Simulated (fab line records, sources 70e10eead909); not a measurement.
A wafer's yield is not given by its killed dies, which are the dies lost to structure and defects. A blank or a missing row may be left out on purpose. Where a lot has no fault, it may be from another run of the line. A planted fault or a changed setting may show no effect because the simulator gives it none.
Chamber matching    flow nand_harc    4 sister chambers for NHARC_A_ZERO_WELL_DESCUM_12 on rie_diel-06
The step chemistry O2, time 3 s. 18 wafers are shown with their chamber, then 9 later ones without.

== WAFERS WITH THEIR CHAMBER ==
wafer   chamber  drypump_motor_current_A (A)  throttle_valve_pct (%)  oes_product_au (a.u.)
L075.2  3        5.9                          11.300                  1.005
L075.3  1        5.2                          11.308                  0.992
L075.5  3        5.9                          11.314                  0.993
L077.3  1        5.2                          11.292                  0.993
L077.4  3        5.8                          11.310                  0.977
L077.6  1        5.3                          11.307                  0.989
L080.2  3        5.9                          11.305                  0.979
L080.4  1        5.3                          11.301                  0.998
L080.6  0        5.8                          11.333                  1.001
L082.1  2        5.3                          11.308                  1.013
L082.3  1        5.3                          11.288                  1.007
L082.5  3        5.9                          11.309                  0.987
L086.1  2        5.3                          11.317                  1.022
L086.4  1        5.2                          11.308                  0.998
L086.6  3        5.9                          11.296                  0.986
L088.2  1        5.3                          11.321                  1.006
L088.3  0        5.8                          11.335                  1.015
L088.6  2        5.3                          11.321                  1.025

SIGNATURES, as means of the wafers listed above
reading                  chamber 0  chamber 1  chamber 2  chamber 3  scatter within a chamber
drypump_motor_current_A  5.800      5.257      5.300      5.883      0.0427
throttle_valve_pct       11.33400   11.30357   11.31533   11.30567   0.00868
oes_product_au           1.00800    0.99757    1.02000    0.98783    0.00838
Rule: for a wafer and a chamber, the distance is found by dividing, reading by reading, the gap between the wafer's reading and the chamber's mean by the reading's scatter, squaring, summing and taking the root. If the next closest chamber is less than 2 further off than the closest, the wafer can't be placed; otherwise it belongs to the closest. The scatter: the root of (the sum of the squares of (reading less its chamber's mean) over the shown wafers, divided by (wafers less chambers)).

== WAFERS WHOSE CHAMBER IS MISSING ==
wafer   drypump_motor_current_A (A)  throttle_valve_pct (%)  oes_product_au (a.u.)
L089.1  5.3                          11.302                  1.013
L089.2  5.9                          11.316                  0.994
L089.5  5.3                          11.306                  1.020
L090.1  5.8                          11.315                  0.997
L090.3  5.3                          11.305                  1.012
L090.6  5.2                          11.321                  1.005
L092.1  5.9                          11.302                  0.992
L092.3  5.8                          11.299                  1.011
L092.4  5.3                          11.307                  0.996

== CHAMBER TAKEN BY EACH ==
wafer   from the rows above      in truth
L089.1  can't be placed: 2 or 1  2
L089.2  3                        3
L089.5  can't be placed: 2 or 1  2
L090.1  can't be placed: 3 or 0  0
L090.3  can't be placed: 2 or 1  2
L090.6  can't be placed: 1 or 2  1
L092.1  3                        3
L092.3  can't be placed: 3 or 0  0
L092.4  can't be placed: 1 or 2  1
Correct placement for 2 of the 9. These rows do not allow placing 7 (true chamber among the candidates in 7). Wrongly placed: 0.
